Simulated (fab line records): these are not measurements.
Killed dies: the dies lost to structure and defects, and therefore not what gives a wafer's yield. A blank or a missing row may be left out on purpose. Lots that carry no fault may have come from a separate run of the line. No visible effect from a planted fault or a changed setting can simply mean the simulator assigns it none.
Lot-split experiment	flow n5Finfet	route with 1938 steps; 7 lots, 39 wafers read

== SPLIT DETAILS ==
At N5_DUMMY_GATE_ETCH_31 (etches SiO2 in C4F6/O2, target depth 82.5 nm, time 27.5 s), the setting targetDepthA was moved away from the recipe's 825 angstrom on 12 of the 39 wafers read, by -10.0% to +11.0%. The other wafers ran this setting at the recipe's value.

The reading is taken at the split's own step.

== THE READING ==
etch.depthNm (the simulator's own value, which no gauge read), in nm, at N5_DUMMY_GATE_ETCH_31 (etches SiO2 in C4F6/O2, target depth 82.5 nm, time 27.5 s). No usual value for it is given in the file. Average 81.75 nm, standard deviation 1.9 nm, over the 27 wafers here run with the recipe.

wafer	tool, chamber at the split	targetDepthA as run, angstrom	against the recipe	etch.depthNm, nm	against lot-mates on the recipe
L079.1	rieDiel-04, 2	825	recipe	81.04	-
L079.2	rieDiel-04, 1	825	recipe	83.47	-
L079.3	rieDiel-04, 0	825	recipe	79.93	-
L079.4	rieDiel-04, 3	825	recipe	81.01	-
L079.5	rieDiel-04, 1	825	recipe	82.06	-
L079.6	rieDiel-04, 0	825	recipe	79.69	-
L080.1	rieDiel-02, 1	902.2	+9.4%	92.44	+9.36
L080.2	rieDiel-02, 3	825	recipe	85.09	-
L080.3	rieDiel-02, 2	825	recipe	79.25	-
L080.4	rieDiel-02, 0	902.2	+9.4%	91.22	+8.14
L080.5	rieDiel-02, 2	902.2	+9.4%	86.85	+3.77
L080.6	rieDiel-02, 1	825	recipe	84.9	-
L090.4	rieDiel-04, 1	825	recipe	82.9	-
L090.5	rieDiel-04, 2	825	recipe	80	-
L090.6	rieDiel-04, 1	825	recipe	84.16	-
L092.1	rieDiel-06, 2	742.5	-10.0%	71.41	-9.85
L092.2	rieDiel-06, 3	742.5	-10.0%	74.25	-7.01
L092.3	rieDiel-06, 0	825	recipe	81.93	-
L092.4	rieDiel-06, 2	825	recipe	80.12	-
L092.5	rieDiel-06, 3	742.5	-10.0%	74.38	-6.88
L092.6	rieDiel-06, 0	825	recipe	81.73	-
L094.1	rieDiel-02, 1	825	recipe	83.78	-
L094.2	rieDiel-02, 0	825	recipe	82.23	-
L094.3	rieDiel-02, 3	825	recipe	84.35	-
L094.4	rieDiel-02, 2	825	recipe	79.7	-
L094.5	rieDiel-02, 1	825	recipe	82.54	-
L094.6	rieDiel-02, 2	825	recipe	78.7	-
L095.1	rieDiel-04, 2	825	recipe	80.25	-
L095.2	rieDiel-04, 1	825	recipe	82.81	-
L095.3	rieDiel-04, 0	873.7	+5.9%	86.12	+5.14
L095.4	rieDiel-04, 3	873.7	+5.9%	85.77	+4.79
L095.5	rieDiel-04, 2	825	recipe	79.87	-
L095.6	rieDiel-04, 3	873.7	+5.9%	86.47	+5.49
L097.1	rieDiel-02, 3	825	recipe	83.56	-
L097.2	rieDiel-02, 1	915.9	+11.0%	91.88	+9.93
L097.3	rieDiel-02, 0	915.9	+11.0%	92.13	+10.18
L097.4	rieDiel-02, 2	825	recipe	78.58	-
L097.5	rieDiel-02, 0	915.9	+11.0%	92.15	+10.20
L097.6	rieDiel-02, 3	825	recipe	83.7	-

THE FIT
A straight line over all 39 wafers: etch.depthNm changes by +0.877 nm for each +1% of targetDepthA; r = +0.92; the points scatter about the line by 1.9 nm.
The same after taking each lot's own level away (the mean of its wafers on the recipe; 39 wafers): +0.832 nm for each +1%; r = +0.92; scatter 1.8 nm.
That fit puts the effect of the largest move of targetDepthA on the reading at 9.2 nm.
The lots' own levels span 80.977 to 83.080 nm, that is 1.1 times the standard deviation above.
The two slopes are in agreement: the lot-to-lot level therefore moves the slope only a little.
Check: for one of the wafers moved furthest among these (+11.0%), held out of the fit, the line's prediction against its lot-mates is +9.14 nm. It came out at +9.93 nm against them.

== ADDITIONAL SPLITS CARRIED BY THESE WAFERS ==
These wafers also went through other splits before the reading. Each is held against what the fit with the lots' levels taken away leaves over:
other split on the same wafers	wafers away from the commonest value	r with etch.depthNm (lot level and that fit taken away)
N5_DUMMY_GATE_ETCH_37 sourceW	18	-0.17

== THE FILE'S OWN FIT ==
etch.depthNm changes by +0.835 nm for each +1% of targetDepthA, r = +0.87.
